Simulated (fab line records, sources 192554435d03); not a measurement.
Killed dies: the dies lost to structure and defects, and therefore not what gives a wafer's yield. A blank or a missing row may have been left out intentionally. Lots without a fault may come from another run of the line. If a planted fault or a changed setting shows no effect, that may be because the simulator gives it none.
fab line records	flow n5-finfet
record: lots: 5	wafers: 12	last-day: 18
route steps=1938 shown BEOL_M12@1627 BEOL_M13@1659 BEOL_M15@1830 PASSIVATION@1936
lots that met no fault: from a run of the same line without faults
start-h: hours from the record's first day to the start of the lot's first wafer shown	wait-h: hours elapsed since this lot's preceding step	" unchanged from the row above	L1.1+2: a row that stands for several wafers	- no value, or no start given	* or withheld: withheld	< > ~ a bound
route shown NAME@n: names a module that has steps shown in the file, with the first one's number in the route	usual: mean/standard deviation of fault-free wafers	same: alike in all rows	chamber/n: place in a boat	sites: per-site readings	_std_site: standard deviation across them	_edge_site: inner sites' mean taken away from outer sites' mean	radius-mm: how far each site lies from the wafer's centre	mask NAME#n: copy n	behind: tool/chamber where the wafer was last shaped	hold: reason for holding the lot/hours on hold/outcome of the hold	device: which transistor (n, p or np) failed to switch	end of line: tests run on the same wafers once the route is complete	for a step that has no rows: nothing shown but its recipe	killed: dies that structure and defects cost at the first sort, which is not the same as the wafer's yield	map: a wafer's dies, x killed, . not, _ none there
set.NAME: the setting as run; set.NAME@STEP: as run at that earlier step	model.NAME: the simulator's own value behind a step, which no gauge read
lots at some steps of the route; a table a step, a row a wafer
services: from which hour (start-h, from the record's first day; less than 0 if before it) a tool's chamber was out of use, for how many hours, and why
== steps ==
step: N5_BEOL_M12_SOFTBAKE_23
recipe: temp-c: 130	time-s: 60
step: N5_BEOL_M12_EXPOSE_25
recipe: mask-id: M12	na: 0.93	source-shape: conventional	sigma-outer: 0.4	polarization: unpolarized	dose-mj: 21.8
step: N5_BEOL_M12_PEB_26
recipe: peb-temp-c: 130	peb-time-s: 90
step: N5_BEOL_M12_DEVELOP_27
recipe: develop-time-s: 45	rinse-liquid: diw	dry: air-spin	dev-temp-c: 21
step: N5_BEOL_M12_HARDBAKE_32
recipe: temp-c: 130	time-s: 120
step: N5_BEOL_M12_DESCUM_33
recipe: chemistry: O2	time-s: 7.9	source-power-w: 50	bias-power-w: 20	pressure-mtorr: 20	rf-frequency-hz: 2.712e+07	temp-c: 40	o2-flow-sccm: 225
step: N5_BEOL_M12_ETCH_67
recipe: chemistry: CF4	target: SiARC	target-depth-a: 1430	time-s: 238.3	ion-energy-ev: 80	pressure-mtorr: 40	source-w: 545	bias-w: 36	Ar_flow_sccm: 100	cf4-flow-sccm: 100	ends: cleared
step: N5_BEOL_M12_ETCH_68
recipe: chemistry: N2/H2	target: SOC	mask-material: SiARC	source-w: 3000	bias-w: 350	temp-c: 40	time-s: 285	ion-energy-ev: 200	pressure-mtorr: 30	n2-flow-sccm: 200	h2-flow-sccm: 200
step: N5_BEOL_M12_STRIP_69
recipe: chemistry: N2/H2	temp-c: 40	n2-flow-sccm: 200	h2-flow-sccm: 200	rf-frequency-hz: 6e+07
step: N5_BEOL_M12_TRENCH_ETCH_34
recipe: chemistry: C4F8/O2/Ar	target: SiOC	target-depth-a: 3189.5	mask-material: SOC	pressure-mtorr: 30	source-w: 3000	bias-w: 700	Ar_flow_sccm: 400	C4F8_flow_sccm: 15	O2_flow_sccm: 8	he-inner-torr: 15	he-outer-torr: 30	time-s: 125.5	ion-energy-ev: 250
usual: O2_flow_sccm: 8.000/0.022	drypump-motor-current-A: 5.5/0.59	oes-product-au: 0.81/0.067	rf-vpp-V: 666/3.2	showerhead-plenum-p-Torr: 3.44/0.11	throttle-valve-pct: 24.24/0.24
lot.wafer	tool	chamber	start-h	wait-h	O2_flow_sccm	drypump-motor-current-A	oes-product-au	rf-hours-counter-h	rf-vpp-V	showerhead-plenum-p-Torr	throttle-valve-pct	model.etch.depth-nm
L685.1	rie-diel-04	3	300.77	0.0	7.982	6.2	0.73	218	669	3.52	24.49	317.3
L685.2	"	1	"	"	8.026	6.3	0.85	53	668	3.50	23.98	322.2
L685.4	"	2	"	"	7.978	4.9	0.91	27	671	3.64	24.08	330.3
L693.2	rie-diel-04	3	349.71	0.0	8.006	6.2	0.59	236	668	3.51	24.48	228.7
L693.5	"	2	"	"	7.970	4.9	0.72	-	672	3.63	24.05	235.7
L692.2	rie-diel-04	3	355.26	0.0	7.982	6.2	0.59	238	668	3.51	24.48	231.3
L692.6	"	1	"	"	8.011	6.3	0.83	-	667	3.49	24.02	326.5
L695.2	rie-diel-04	2	356.53	0.0	8.009	4.9	0.73	45	671	3.63	24.07	235.9
L695.5	"	1	"	"	7.969	6.3	0.69	-	668	3.49	23.99	235.4
L697.3	rie-diel-05	2	397.47	0.0	7.958	6.6	0.76	132	665	3.42	24.04	326.8
L697.4	"	0	"	"	7.980	5.1	0.78	122	665	3.43	24.09	318
L697.5	"	1	"	"	7.988	5.5	0.99	-	668	3.51	24.31	327.2
step: N5_BEOL_M12_STRIP_70
recipe: chemistry: C4F8/O2/Ar	resist: SiARC	rf-frequency-hz: 6e+07
step: N5_BEOL_M12_OCD_MEAS_35
usual: trench-depth-nm: 322/5.3
lot.wafer	tool	chamber	start-h	wait-h	trench-depth-nm
L685.1	ocd-01	-	300.92	0.0	317
L685.2	"	-	"	"	322
L685.4	"	-	"	"	330
L693.2	ocd-01	-	349.87	0.0	229
L693.5	"	-	"	"	236
L692.2	ocd-01	-	355.42	0.0	232
L692.6	"	-	"	"	327
L695.2	ocd-02	-	356.69	0.0	236
L695.5	"	-	"	"	235
L697.3	ocd-01	-	397.63	0.0	327
L697.4	"	-	"	"	318
L697.5	"	-	"	"	327
step: N5_BEOL_M12_STRIP_37
recipe: chemistry: N2/H2	power-w: 1000	temp-c: 250	h2-frac: 0.65	overash-fraction: 0.3	pressure-mtorr: withheld	n2-flow-sccm: 1750	h2-flow-sccm: 3250
step: N5_BEOL_M12_ETCH_38
recipe: chemistry: CF4/N2	target: SiCN	target-depth-a: 687	taper-deg: 2	time-s: 73.4	ion-energy-ev: 150	mask-material: SiO2	pressure-mtorr: 40	source-w: 430	bias-w: 70	Ar_flow_sccm: 100	cf4-flow-sccm: 60	n2-flow-sccm: 60
step: N5_BEOL_M12_PRECLEAN_39
recipe: chemistry: residue-remover	time-s: 60	temp-c: 40
step: N5_BEOL_M12_SRD_40
recipe: time-s: 30	temp-c: 23	rinse-liquid: diw	dry: n2-spin	spin-rpm: 1500	dry-time-s: 30
step: N5_BEOL_M12_DEGAS_41
recipe: ambient: vacuum	temp-c: 250	time-s: 60
step: N5_BEOL_M12_PRE_CLEAN_42
recipe: gas: H2/He	time-s: 30	temp-c: 250
step: N5_BEOL_M12_SPUTTER_43
recipe: material: TaN	target-thk-a: 150	temp-c: 50	bias-v: 168.6	power-w: 15000	chamber-pressure-pa: 0.12	time-s: 24.19
step: N5_BEOL_M12_SPUTTER_44
recipe: material: Ta	target-thk-a: 100	temp-c: 50	bias-v: 80	power-w: 15000	chamber-pressure-pa: 0.07	time-s: 16.13
step: N5_BEOL_M12_SPUTTER_45
recipe: material: Cu	target-thk-a: 800	temp-c: -20	bias-v: 60	power-w: 26000	chamber-pressure-pa: 0.13	time-s: 13.33
step: N5_BEOL_M12_ECD_47
recipe: material: Cu	target-thk-a: 7200
step: N5_BEOL_M12_ANNEAL_48
recipe: temp-c: 225	time-s: 90	ambient: N2
step: N5_BEOL_M12_CMP_49
recipe: stop-on: SiOC	t-overpolish-s: 20.6	down-force-psi: 1	platen-rpm: 50	clearing-platen-down-force-psi: 1.5	clearing-platen-rpm: 50	post-cmp-clean: cu-alkaline	target-thk-nm: 320	clearing-platen-pad-velocity-m-s: 0.99484	pad-velocity-m-s: 0.99484
usual: barrier-field-endpoint-s: 30.7/0.73	motor-current-A: 6.1/0.5	overpolish-run-s: 20.599/0.009	platen-rpm: 49.99/0.035	retaining-ring-pressure-frac: 1.000/0.0046	slurry-flow-ml-min: 150.0/0.53
lot.wafer	tool	chamber	start-h	wait-h	barrier-field-endpoint-s	motor-current-A	overpolish-run-s	platen-rpm	retaining-ring-pressure-frac	slurry-flow-ml-min	model.Cu_of_BEOL_M12_ECD_47.thk-nm
L685.1	cmp-02	0	303.40	0.3	30.1	6.7	20.601	49.99	1.000	149.9	319.8
L685.2	"	1	"	"	31.1	5.7	20.597	49.95	1.004	149.7	324.8
L685.4	"	3	"	"	31.1	5.4	20.609	50.00	0.995	150.6	332.4
L693.2	cmp-02	1	352.15	0.3	32.4	5.9	20.611	50.00	1.002	150.8	230.8
L693.5	"	3	"	"	32.2	5.4	20.595	49.97	1.009	149.9	237.8
L692.2	cmp-02	0	357.62	0.2	31.7	6.5	20.593	50.02	0.992	150.7	232.6
L692.6	"	1	"	"	31.5	5.5	20.606	49.96	1.004	150.8	328.8
L695.2	cmp-04	3	360.96	0.2	30.3	5.3	20.617	50.03	0.995	149.6	235.2
L695.5	"	3	"	"	29.3	5.6	20.596	49.99	1.005	149.9	234.4
L697.4	cmp-02	3	400.63	0.2	30.6	5.7	20.587	50.04	1.003	150.8	321.2
L697.3	"	0	"	"	30.6	6.5	20.607	50.00	1.003	149.6	327.4
L697.5	"	2	"	"	30.0	7.0	20.585	50.02	1.002	151.6	329
step: N5_BEOL_M12_THK_MEAS_50
recipe: thk-meas-gauge: xrf	reads: Cu_of_BEOL_M12_ECD_47
usual: M12_THK: 336/6.3
lot.wafer	tool	chamber	start-h	wait-h	M12_THK[nm]
L685.1	film-metro-01	-	303.69	-	331
L685.2	"	-	"	"	339
L685.4	"	-	"	"	345
L693.2	film-metro-02	-	352.34	-	240
L693.5	"	-	"	"	247
L692.2	film-metro-02	-	357.92	-	243
L692.6	"	-	"	"	345
L695.2	film-metro-02	-	361.25	-	243
L695.5	"	-	"	"	243
L697.3	film-metro-01	-	400.85	-	340
L697.4	"	-	"	"	334
L697.5	"	-	"	"	343
step: N5_BEOL_M12_PRE_CLEAN_52
recipe: gas: NH3	time-s: 15	temp-c: withheld	rf-power-w: 300
step: N5_BEOL_M12_DEP_53
recipe: material: SiCN	target-thk-a: 300	temp-c: withheld	precursor: 3MS/NH3	pressure-torr: 3	rf-w: 675	time-s: 10.5
step: N5_BEOL_M12_RS_MEAS_54
recipe: thk-meas-gauge: four-point-probe	reads: Cu_of_BEOL_M12_ECD_47+Ta_of_BEOL_M12_SPUTTER_44+TaN_of_BEOL_M12_SPUTTER_43
usual: M12_RS: 0.0593/0.0011
lot.wafer	tool	chamber	start-h	wait-h	M12_RS[ohm/sq]
L685.1	film-metro-01	-	303.82	0.0	0.0600
L685.2	"	-	"	"	0.0591
L685.4	"	-	"	"	0.0577
L693.2	film-metro-01	-	352.46	0.0	0.0846
L693.5	"	-	"	"	0.0819
L692.2	film-metro-02	-	358.04	0.0	0.0840
L692.6	"	-	"	"	0.0584
L695.2	film-metro-01	-	361.38	0.0	0.0830
L695.5	"	-	"	"	0.0832
L697.3	film-metro-02	-	400.97	0.0	0.0585
L697.4	"	-	"	"	0.0599
L697.5	"	-	"	"	0.0583
step: N5_BEOL_M13_ILD_DEP_00
recipe: material: SiOC	target-thk-a: 8379.2	temp-c: 350	precursor: DEMS/O2	pressure-torr: 5	rf-w: 500	time-s: 166.4
step: N5_BEOL_M13_COAT_58
recipe: resist: BARC	temp-c: 205	time-s: 60	spin-rpm: 1500	resist-thk-nm: 89
step: N5_BEOL_M13_COAT_04
recipe: spin-rpm: 1625	resist-thk-nm: 400
step: N5_BEOL_M13_EBR_06
recipe: solvent: PGMEA	ebr-width-mm: 1.5
step: N5_BEOL_M13_SOFTBAKE_05
recipe: temp-c: 130	time-s: 60
step: N5_BEOL_M13_EXPOSE_07
recipe: mask-id: V12	na: 0.93	source-shape: conventional	sigma-outer: 0.6	polarization: unpolarized	attpsm-phase-deg: 180	dose-mj: 24.8
step: N5_BEOL_M13_PEB_08
recipe: peb-temp-c: 130	peb-time-s: 90
step: N5_BEOL_M13_DEVELOP_09
recipe: develop-time-s: 45	rinse-liquid: diw	dry: air-spin	dev-temp-c: 21
step: N5_BEOL_M13_HARDBAKE_14
recipe: temp-c: 130	time-s: 120
step: N5_BEOL_M15_RC_MEAS_101
usual: COMB_M10: 1.5e-11/3.2e-12	COMB_M11: 1.4e-11/3.3e-12	COMB_M13: 4.9e-12/1.3e-12	COMB_M14: 3.5e-12/8.9e-13	COMB_M15: 2.4e-12/6.7e-13	COMB_M5: 3.6e-11/6e-12	COMB_M6: 2.6e-11/4.8e-12	COMB_M7: 2.6e-11/6.1e-12	COMB_M8: 2.5e-11/5.2e-12	COMB_M9: 1.4e-11/3.2e-12	SERP_M10: 3.02/0.094	SERP_M11: 3.12/0.071	SERP_M12: 0.626/0.017	SERP_M12_max_site: 0.639/0.018	SERP_M13: 0.310/0.0065	SERP_M14: 0.158/0.0036	SERP_M5: 39.9/1.9	SERP_M6: 13.9/0.56	SERP_M7: 14.3/0.48	SERP_M8: 13.8/0.65	SERP_M9: 3.14/0.084
lot.wafer	tool	chamber	start-h	wait-h	COMB_M10[S/m]	COMB_M11[S/m]	COMB_M13[S/m]	COMB_M14[S/m]	COMB_M15[S/m]	COMB_M5[S/m]	COMB_M6[S/m]	COMB_M7[S/m]	COMB_M8[S/m]	COMB_M9[S/m]	SERP_M10[ohm/um]	SERP_M11[ohm/um]	SERP_M12[ohm/um]	SERP_M12_max_site[ohm/um]	SERP_M13[ohm/um]	SERP_M14[ohm/um]	SERP_M5[ohm/um]	SERP_M6[ohm/um]	SERP_M7[ohm/um]	SERP_M8[ohm/um]	SERP_M9[ohm/um]
L685.1	prober-02	0	321.32	0.0	1.4e-11	1.7e-11	4.2e-12	2.8e-12	2.3e-12	3.2e-11	1.9e-11	1.7e-11	2.7e-11	1e-11	3.24	3.06	0.623	0.636	0.304	0.165	38.4	14.4	14.2	13.7	3.15
L685.2	"	0	"	"	1.5e-11	1.7e-11	4.6e-12	2.6e-12	3e-12	4e-11	2.9e-11	2.3e-11	2.3e-11	1.3e-11	3.04	3.06	0.632	0.644	0.303	0.154	38.4	14.9	13.8	13.7	3.19
L685.4	"	0	"	"	1.2e-11	2.2e-11	3.9e-12	3.4e-12	2.6e-12	3.7e-11	3e-11	2e-11	3.2e-11	1.4e-11	3.14	3.14	0.605	0.617	0.310	0.161	38.4	15.2	14.2	12.8	3.08
L693.2	prober-02	0	367.25	0.2	1.2e-11	1e-11	5.1e-12	2.7e-12	2.6e-12	2.6e-11	2.5e-11	1.4e-11	2e-11	1.2e-11	2.84	3.03	0.912	0.939	0.312	0.162	42.0	14.3	15.1	13.0	2.99
L693.5	"	0	"	"	1.5e-11	1.1e-11	3.3e-12	2.8e-12	1.8e-12	4.4e-11	2.8e-11	2.4e-11	2.6e-11	1.2e-11	3.05	3.08	0.864	0.885	0.313	0.161	40.8	13.9	14.4	13.6	2.98
L692.2	prober-01	0	382.29	0.5	1.1e-11	1.7e-11	5.5e-12	3.1e-12	2.8e-12	3.6e-11	3e-11	2.7e-11	3.8e-11	1.3e-11	3.19	3.18	0.927	0.947	0.320	0.160	41.4	13.7	14.4	13.4	3.04
L692.6	"	0	"	"	1.5e-11	1.6e-11	5.2e-12	3.2e-12	3.4e-12	3.9e-11	2.1e-11	3.3e-11	3e-11	1.3e-11	3.10	3.23	0.629	0.645	0.313	0.158	38.3	14.6	14.6	13.2	3.06
L695.2	prober-02	0	383.03	0.2	1.3e-11	1.8e-11	6.2e-12	2.3e-12	2.6e-12	3.9e-11	2.4e-11	3.7e-11	2.6e-11	1.1e-11	3.00	3.25	0.873	0.886	0.313	0.161	42.2	13.7	13.4	13.9	2.98
L695.5	"	0	"	"	1.4e-11	1.5e-11	5.5e-12	2.2e-12	1.8e-12	4.3e-11	1.6e-11	2.2e-11	2.8e-11	1.2e-11	3.02	3.09	0.880	0.907	0.314	0.159	42.0	14.2	13.9	13.3	2.97
L697.3	prober-02	0	419.18	0.3	9e-12	1.3e-11	4e-12	3.5e-12	2.8e-12	4.9e-11	2.1e-11	2.1e-11	3e-11	1.3e-11	2.99	3.16	0.605	0.621	0.315	0.154	40.0	13.6	13.5	13.1	3.03
L697.4	"	0	"	"	1.5e-11	1.1e-11	4.2e-12	4.3e-12	1.6e-12	4.6e-11	2e-11	2.2e-11	2.2e-11	1e-11	3.05	3.03	0.653	0.669	0.314	0.156	40.3	13.4	13.8	13.8	3.08
L697.5	"	0	"	"	1.5e-11	1.2e-11	3.6e-12	2.6e-12	2.3e-12	3.8e-11	2.4e-11	2.3e-11	1.9e-11	1.1e-11	2.97	3.10	0.610	0.628	0.307	0.160	39.0	14.5	14.2	13.2	3.13
sites SERP_M12 radius-mm=0,75,75,75,75,140,140,140,140
L685.1 0.615 0.624 0.624 0.611 0.616 0.623 0.636 0.622 0.628
L693.2 0.896 0.901 0.910 0.898 0.918 0.930 0.912 0.939 0.922
L692.2 0.919 0.926 0.927 0.939 0.925 0.943 0.930 0.926 0.947
L695.2 0.866 0.859 0.856 0.873 0.878 0.886 0.879 0.870 0.885
L697.3 0.601 0.621 0.594 0.609 0.605 0.600 0.615 0.619 0.601
step: N5_PASSIVATION_PROBE_49
usual: defect-limited-yield: 91.3/1.3	killed_at_M0_to_M3: 34/9.1	killed_at_M4_up: 14/5.6	killed-at-contacts: 13/5.9	killed-at-front-end: 39/11	killed-at-other: 3.6/3	killed-dies: 102/16	killed-on-rim: 13/4	killed-open: 68/12	killed-short: 33/7.3	sort_bin_5_function: 5.2/0.89	sort_bin_6_memory: 3.2/0.68	sort_bin_8_speed: 0.00/0.027	sort-n-pass: 1078/16
same: gross-dies: 1180	killed-at-back-side: 0	sort_bin_4_leakage[%]: 0
lot.wafer	tool	chamber	start-h	wait-h	defect-limited-yield[%]	killed_at_M0_to_M3	killed_at_M4_up	killed-at-contacts	killed-at-front-end	killed-at-other	killed-dies	killed-on-rim	killed-open	killed-short	sort_bin_5_function[%]	sort_bin_6_memory[%]	sort_bin_8_speed[%]	sort-n-pass
L685.1	prober-01	-	334.05	0.0	92.5	15	14	16	43	0	88	9	58	28	4.5	2.8	0	1092
L685.2	prober-01	-	334.10	0.1	91.0	41	14	12	38	1	106	12	61	45	6.4	2.5	0	1074
L685.4	prober-01	-	334.20	0.2	92.9	28	14	13	28	1	84	5	60	24	4.0	3.0	0	1096
L693.2	prober-02	-	385.18	0.1	91.9	27	13	15	39	2	96	12	67	26	4.9	2.7	0.25	1084
L693.5	prober-02	-	385.33	0.2	90.5	43	11	22	34	2	112	18	76	35	5.3	3.6	0	1068
L692.2	prober-01	-	397.98	0.1	91.4	38	12	7	42	2	101	13	60	35	5.2	2.5	0.25	1079
L692.6	prober-01	-	398.18	0.3	91.8	45	18	5	29	0	97	17	59	36	5.6	2.4	0	1083
L695.2	prober-01	-	399.97	0.1	91.0	40	11	16	34	5	106	14	77	29	5.8	2.9	0	1074
L695.5	prober-01	-	400.12	0.2	91.9	25	16	9	43	2	95	14	66	28	4.4	3.4	0.08	1085
L697.3	prober-01	-	439.91	0.1	92.8	26	15	8	35	1	85	9	54	30	4.6	2.2	0	1095
L697.4	prober-01	-	439.96	0.2	89.3	28	12	17	61	8	126	11	68	49	5.2	4.8	0	1054
L697.5	prober-01	-	440.01	0.2	90.3	24	10	9	69	2	114	10	60	45	4.5	4.1	0	1066
killed by level:class
L685.1 MOL_CONTACT_COAG:geometric-particle:open=12 DUMMY_GATE:geometric-particle:open=10 STI_FIN_REVEAL:geometric-particle:open=9 GATE_CUT:geometric-particle:short=5 BEOL_M5:geometric-particle:open=5 DUMMY_GATE:geometric-particle:short=4 MOL_CONTACT_COAG:geometric-particle:short=4 BEOL_M0_SAQP:geometric-particle:open=4
L685.2 STI_FIN_REVEAL:geometric-particle:open=11 MOL_CONTACT_COAG:geometric-particle:open=11 BEOL_M0_SAQP:geometric-particle:short=10 BEOL_M4:geometric-particle:open=9 STI_FIN_REVEAL:geometric-particle:short=7 BEOL_M0_SAQP:geometric-particle:open=7 BEOL_M2:geometric-particle:open=6 GATE_CUT:geometric-particle:short=5
L685.4 BEOL_M2:geometric-particle:open=14 MOL_CONTACT_COAG:geometric-particle:open=12 BEOL_M4:geometric-particle:open=6 STI_FIN_REVEAL:geometric-particle:open=4 GATE_CUT:geometric-particle:short=4 BEOL_M1:geometric-particle:open=4 BEOL_M5:geometric-particle:open=4 FIN_SAQP:geometric-particle:short=3
L693.2 MOL_CONTACT_COAG:geometric-particle:open=13 STI_FIN_REVEAL:geometric-particle:open=9 GATE_CUT:geometric-particle:short=8 BEOL_M1:geometric-particle:open=8 BEOL_M2:geometric-particle:open=7 FIN_SAQP:geometric-particle:open=6 BEOL_M3:geometric-particle:open=5 GATE_CUT:geometric-particle:open=4
L693.5 MOL_CONTACT_COAG:geometric-particle:open=17 BEOL_M0_SAQP:geometric-particle:open=14 STI_FIN_REVEAL:geometric-particle:open=12 BEOL_M0_SAQP:geometric-particle:short=10 BEOL_M2:geometric-particle:open=9 DUMMY_GATE:geometric-particle:open=7 BEOL_M5:geometric-particle:open=6 MOL_CONTACT_COAG:geometric-particle:short=5
L692.2 BEOL_M0_SAQP:geometric-particle:open=15 BEOL_M0_SAQP:geometric-particle:short=12 FIN_SAQP:geometric-particle:short=8 MOL_CONTACT_COAG:geometric-particle:open=7 DUMMY_GATE:geometric-particle:open=6 BEOL_M4:geometric-particle:open=6 BEOL_M3:geometric-particle:open=6 STI_FIN_REVEAL:geometric-particle:open=5
L692.6 BEOL_M0_SAQP:geometric-particle:short=10 BEOL_M0_SAQP:geometric-particle:open=9 FIN_SAQP:geometric-particle:short=6 BEOL_M3:geometric-particle:open=6 BEOL_M4:geometric-particle:open=6 STI_FIN_REVEAL:geometric-particle:open=5 MOL_CONTACT_COAG:geometric-particle:open=5 BEOL_M1:geometric-particle:open=5
L695.2 MOL_CONTACT_COAG:geometric-particle:open=15 BEOL_M0_SAQP:geometric-particle:short=11 BEOL_M0_SAQP:geometric-particle:open=11 STI_FIN_REVEAL:geometric-particle:open=9 BEOL_M1:geometric-particle:open=7 GATE_CUT:geometric-particle:open=7 FIN_SAQP:geometric-particle:open=4 DUMMY_GATE:geometric-particle:open=4
L695.5 STI_FIN_REVEAL:geometric-particle:open=11 MOL_CONTACT_COAG:geometric-particle:open=9 BEOL_M4:geometric-particle:open=9 BEOL_M0_SAQP:geometric-particle:open=8 GATE_CUT:geometric-particle:short=6 BEOL_M2:geometric-particle:open=6 FIN_SAQP:geometric-particle:short=4 DUMMY_GATE:geometric-particle:open=4
L697.3 FIN_SAQP:geometric-particle:short=10 BEOL_M5:geometric-particle:open=7 BEOL_M0_SAQP:geometric-particle:short=6 FIN_SAQP:geometric-particle:open=5 BEOL_M0_SAQP:geometric-particle:open=5 BEOL_M2:geometric-particle:open=5 BEOL_M3:geometric-particle:open=5 STI_FIN_REVEAL:geometric-particle:open=4
L697.4 FIN_SAQP:geometric-particle:short=19 FIN_SAQP:geometric-particle:open=13 BEOL_M0_SAQP:geometric-particle:short=11 MOL_CONTACT_COAG:geometric-particle:open=10 BEOL_M0_SAQP:geometric-particle:open=10 BEOL_M5:geometric-particle:open=6 STI_FIN_REVEAL:geometric-particle:open=5 DUMMY_GATE:geometric-particle:open=4
L697.5 FIN_SAQP:geometric-particle:short=26 FIN_SAQP:geometric-particle:open=17 HKMG_FIN:area-etch=8 BEOL_M2:geometric-particle:open=7 MOL_CONTACT_COAG:geometric-particle:short=5 STARTING-WAFER:geometric-particle:open=5 STI_FIN_REVEAL:geometric-particle:open=4 MOL_CONTACT_COAG:geometric-particle:open=4
== services ==
tool	chamber	start-h	hours	kind
cmp-02	-	325.38	4.0	pm
cmp-04	-	327.59	0.5	repair
cmp-02	-	329.38	-	consumable-replace:conditioner
cmp-02	-	329.38	-	consumable-replace:pad
cmp-04	-	331.92	0.5	repair
cmp-04	-	351.33	1.1	repair
rie-diel-04	0	355.39	-	clean
rie-diel-04	0	355.39	-	consumable-replace:focus-ring
rie-diel-04	0	355.39	16.3	scheduled-down
rie-diel-04	0	355.39	16.3	vent-cycle
rie-diel-05	1	364.60	-	clean
rie-diel-05	1	364.60	-	consumable-replace:focus-ring
rie-diel-05	1	364.60	27.4	scheduled-down
rie-diel-05	1	364.60	27.4	vent-cycle
cmp-04	-	371.55	56.6	repair
rie-diel-04	3	385.64	-	clean
rie-diel-04	3	385.64	-	consumable-replace:focus-ring
rie-diel-04	3	385.64	13.7	scheduled-down
rie-diel-04	3	385.64	13.7	vent-cycle
rie-diel-04	-	386.34	1.0	repair
== key ==
first-sign: step: N5_BEOL_M12_TRENCH_ETCH_34	reading: oes-product-au	direction: down	sigmas: 2.2	usual: 0.81	struck: 0.66	wafers-moved: 3
effect: step: N5_BEOL_M12_OCD_MEAS_35	reading: trench-depth-nm	direction: down	sigmas: 17	usual: 322	struck: 234
effect: step: N5_BEOL_M12_THK_MEAS_50	reading: M12_THK	direction: down	sigmas: 15	usual: 336	struck: 243
effect: step: N5_BEOL_M12_RS_MEAS_54	reading: M12_RS	direction: up	sigmas: 23	usual: 0.0593	struck: 0.0833
effect: step: N5_BEOL_M15_RC_MEAS_101	reading: SERP_M12	direction: up	sigmas: 16	usual: 0.626	struck: 0.891
model-effect: step: N5_BEOL_M12_TRENCH_ETCH_34	value: etch.depth-nm	without: 318.6	struck: 233.4
model-effect: step: N5_BEOL_M12_CMP_49	value: Cu_of_BEOL_M12_ECD_47.thk-nm	without: 319.4	struck: 234.2
met-at N5_BEOL_M12_TRENCH_ETCH_34
struck-wafers L692.2,L693.2,L693.5,L695.2,L695.5
onset-between 300.77 349.71
fault: kind: process-parameter-drift	tool: rie-diel-04	chamber: -	onset-h: 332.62	steps: N5_BEOL_M12_TRENCH_ETCH_34	channel: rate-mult	offset: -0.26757	shape: step	end-h: 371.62	scope: struck-wafers-only
